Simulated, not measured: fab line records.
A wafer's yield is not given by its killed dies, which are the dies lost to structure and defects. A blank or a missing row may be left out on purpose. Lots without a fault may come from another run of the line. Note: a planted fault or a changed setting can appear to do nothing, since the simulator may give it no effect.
A single fault, viewed from 2 desks | flow n5-finfet | each desk holds nothing but its own numbers, with what lay behind them at the end

## THE TOOL OWNER'S DESK: ald-sin-03
The tool's own readings at N5_BEOL_M0_SAQP_SPACER1_ALD_98 (deposits SiO2, target thk 12.8 nm, pulse time 1 s, purge time 2 s): means of the sampled wafers that have a number, for each lot that ran on this tool. Any lot whose mean is over 4 standard deviations away from the usual mean is out of limits and marked OUT; that distance is given in the brackets.
Columns: A = heater-power-w at N5_BEOL_M0_SAQP_SPACER1_ALD_98, usual 478 W; B = precursor-pulse-height-rel at N5_BEOL_M0_SAQP_SPACER1_ALD_98, usual 0.999
lot  | first seen here | A   | B
L526 | day 5 11:58     | 486 | 1.015
L533 | day 7 06:38     | 487 | 0.980
L534 | day 7 12:51     | 465 | 1.005
L535 | day 7 17:52     | 472 | 1.004
L536 | day 7 20:48     | 476 | 0.996
L537 | day 8 05:07     | 484 | 1.003
L549 | day 11 08:03    | 480 | 1.004
This desk found nothing out of limits on any of the 7 lots.

## AT THE METROLOGY DESK
What the gauges read for every lot (on any tool): the sampled wafers with a number, averaged. Any lot whose mean is over 4 standard deviations away from the usual mean is out of limits and marked OUT; that distance is given in the brackets. It has 12 readings, of which 7 appear: the earliest out of limits, and the ones furthest out on some lot.
Columns: A = M0_CORE_OVL at N5_BEOL_M0_SAQP_OVL_MEAS_15, usual 0.1 nm; B = cd-nm at N5_BEOL_M0_SAQP_CD_MEAS_25, usual 12.75 nm; C = IOFF_P at N5_BEOL_M4_RC_MEAS_101, usual 0.21 nA/um; D = ION_P at N5_BEOL_M4_RC_MEAS_101, usual 465 uA/um; E = SS_P at N5_BEOL_M4_RC_MEAS_101, usual 73.2 mV/dec; F = VT_N at N5_BEOL_M4_RC_MEAS_101, usual 249 mV; G = VT_P at N5_BEOL_M4_RC_MEAS_101, usual -250 mV
lot  | first seen here | A    | B              | C    | D   | E    | F   | G
L526 | day 5 09:24     | 0.3  | 12.72          | 0.18 | 457 | 73.5 | 251 | -252
L533 | day 7 05:14     | 0.3  | 12.65          | 0.21 | 466 | 73.3 | 248 | -251
L534 | day 7 11:49     | -0.9 | 12.82          | 0.19 | 466 | 72.3 | 250 | -253
L535 | day 7 16:05     | 0.0  | 3.96 (-38) OUT | -    | -   | -    | -   | -
L536 | day 7 19:52     | -0.2 | 3.64 (-40) OUT | -    | -   | -    | -   | -
L537 | day 8 03:59     | 0.5  | 3.89 (-39) OUT | -    | -   | -    | -   | -
L546 | day 10 12:30    | -0.2 | 12.66          | 0.20 | 462 | 73.3 | 246 | -252
L548 | day 11 03:13    | -0.2 | 12.75          | 0.21 | 471 | 73.2 | 252 | -250
L549 | day 11 07:07    | -0.9 | 12.47          | 0.23 | 468 | 73.1 | 249 | -249
This desk's verdict: out of limits on L535, L536, L537, starting with L535 at day 7 18:32 (cd-nm at N5_BEOL_M0_SAQP_CD_MEAS_25). L526, L533, L534, L546, L548, L549 stayed within limits.

## BROUGHT TOGETHER
L535, L536, L537 would have let the metrology desk raise an alarm at day 7 18:32.
The tool owner's desk saw nothing out of limits.
Tool owner's desk: L535, L536, L537 on record, inside its limits.
On ald-sin-03, each named lot ran N5_BEOL_M0_SAQP_SPACER1_ALD_98.

## WHAT WAS PUT IN BY THE SIMULATOR
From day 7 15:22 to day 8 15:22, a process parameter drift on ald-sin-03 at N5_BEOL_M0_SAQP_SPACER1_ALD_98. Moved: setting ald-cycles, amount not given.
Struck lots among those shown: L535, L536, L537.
Time in hours between the start of the fault and the first out-of-limits reading at each desk: metrology desk, 3.
